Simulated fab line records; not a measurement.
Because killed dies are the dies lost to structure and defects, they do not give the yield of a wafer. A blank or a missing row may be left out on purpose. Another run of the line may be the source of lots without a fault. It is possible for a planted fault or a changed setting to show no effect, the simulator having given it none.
Chamber matching / flow n5_finfet / N5_BEOL_M5_STRIP_36 on rie_diel-03: 4 sister chambers
The step strips in N2/H2. 14 wafers are shown with their chamber, then 7 later ones without.

## EACH WAFER AND ITS CHAMBER
wafer=L077.1; chamber=1; showerhead_plenum_p_Torr (Torr)=2.42; drypump_motor_current_A (A)=6.24; throttle_valve_pct (%)=23.88
wafer=L077.2; chamber=2; showerhead_plenum_p_Torr (Torr)=2.71; drypump_motor_current_A (A)=5.51; throttle_valve_pct (%)=23.40
wafer=L077.5; chamber=0; showerhead_plenum_p_Torr (Torr)=2.52; drypump_motor_current_A (A)=5.40; throttle_valve_pct (%)=24.11
wafer=L080.2; chamber=2; showerhead_plenum_p_Torr (Torr)=2.71; drypump_motor_current_A (A)=5.55; throttle_valve_pct (%)=23.40
wafer=L080.3; chamber=0; showerhead_plenum_p_Torr (Torr)=2.52; drypump_motor_current_A (A)=5.42; throttle_valve_pct (%)=24.09
wafer=L080.6; chamber=3; showerhead_plenum_p_Torr (Torr)=2.53; drypump_motor_current_A (A)=5.25; throttle_valve_pct (%)=24.01
wafer=L083.3; chamber=3; showerhead_plenum_p_Torr (Torr)=2.52; drypump_motor_current_A (A)=5.24; throttle_valve_pct (%)=24.03
wafer=L083.4; chamber=3; showerhead_plenum_p_Torr (Torr)=2.53; drypump_motor_current_A (A)=5.21; throttle_valve_pct (%)=24.06
wafer=L083.5; chamber=1; showerhead_plenum_p_Torr (Torr)=2.42; drypump_motor_current_A (A)=6.23; throttle_valve_pct (%)=23.92
wafer=L084.1; chamber=0; showerhead_plenum_p_Torr (Torr)=2.52; drypump_motor_current_A (A)=5.41; throttle_valve_pct (%)=24.14
wafer=L084.2; chamber=1; showerhead_plenum_p_Torr (Torr)=2.41; drypump_motor_current_A (A)=6.25; throttle_valve_pct (%)=23.88
wafer=L084.4; chamber=1; showerhead_plenum_p_Torr (Torr)=2.42; drypump_motor_current_A (A)=6.26; throttle_valve_pct (%)=23.89
wafer=L087.4; chamber=0; showerhead_plenum_p_Torr (Torr)=2.51; drypump_motor_current_A (A)=5.38; throttle_valve_pct (%)=24.15
wafer=L087.5; chamber=3; showerhead_plenum_p_Torr (Torr)=2.52; drypump_motor_current_A (A)=5.26; throttle_valve_pct (%)=24.04

SIGNATURES (means of the wafers above)
reading=showerhead_plenum_p_Torr; chamber 0=2.5175; chamber 1=2.4175; chamber 2=2.7100; chamber 3=2.5250; scatter within a chamber=0.005
reading=drypump_motor_current_A; chamber 0=5.4025; chamber 1=6.2450; chamber 2=5.5300; chamber 3=5.2400; scatter within a chamber=0.0189
reading=throttle_valve_pct; chamber 0=24.1225; chamber 1=23.8925; chamber 2=23.4000; chamber 3=24.0350; scatter within a chamber=0.0216
Rule: distance of a wafer from a chamber = root of the sum over the readings of ((wafer's reading minus chamber's mean) / reading's scatter) squared. If the next closest chamber is less than 2 further off than the closest, the wafer can't be placed; otherwise it belongs to the closest. The scatter: take each reading less its chamber's mean, square it, sum over the shown wafers, divide by the number of wafers less the number of chambers, and take the root.

## WAFERS WITH NO CHAMBER GIVEN
wafer=L087.6; showerhead_plenum_p_Torr (Torr)=2.41; drypump_motor_current_A (A)=6.25; throttle_valve_pct (%)=23.90
wafer=L093.1; showerhead_plenum_p_Torr (Torr)=2.51; drypump_motor_current_A (A)=5.38; throttle_valve_pct (%)=24.16
wafer=L093.3; showerhead_plenum_p_Torr (Torr)=2.51; drypump_motor_current_A (A)=5.26; throttle_valve_pct (%)=24.07
wafer=L093.4; showerhead_plenum_p_Torr (Torr)=2.70; drypump_motor_current_A (A)=5.56; throttle_valve_pct (%)=23.44
wafer=L095.2; showerhead_plenum_p_Torr (Torr)=2.51; drypump_motor_current_A (A)=5.20; throttle_valve_pct (%)=24.06
wafer=L095.3; showerhead_plenum_p_Torr (Torr)=2.51; drypump_motor_current_A (A)=5.37; throttle_valve_pct (%)=24.15
wafer=L095.5; showerhead_plenum_p_Torr (Torr)=2.51; drypump_motor_current_A (A)=5.41; throttle_valve_pct (%)=24.14

## WHICH CHAMBER EACH ONE RAN IN
wafer=L087.6; from the rows above=1; in truth=1
wafer=L093.1; from the rows above=0; in truth=0
wafer=L093.3; from the rows above=3; in truth=3
wafer=L093.4; from the rows above=2; in truth=2
wafer=L095.2; from the rows above=3; in truth=3
wafer=L095.3; from the rows above=0; in truth=0
wafer=L095.5; from the rows above=0; in truth=0
7 of 7 placed correctly. Number that these rows cannot place: 0. Placed wrongly: 0.
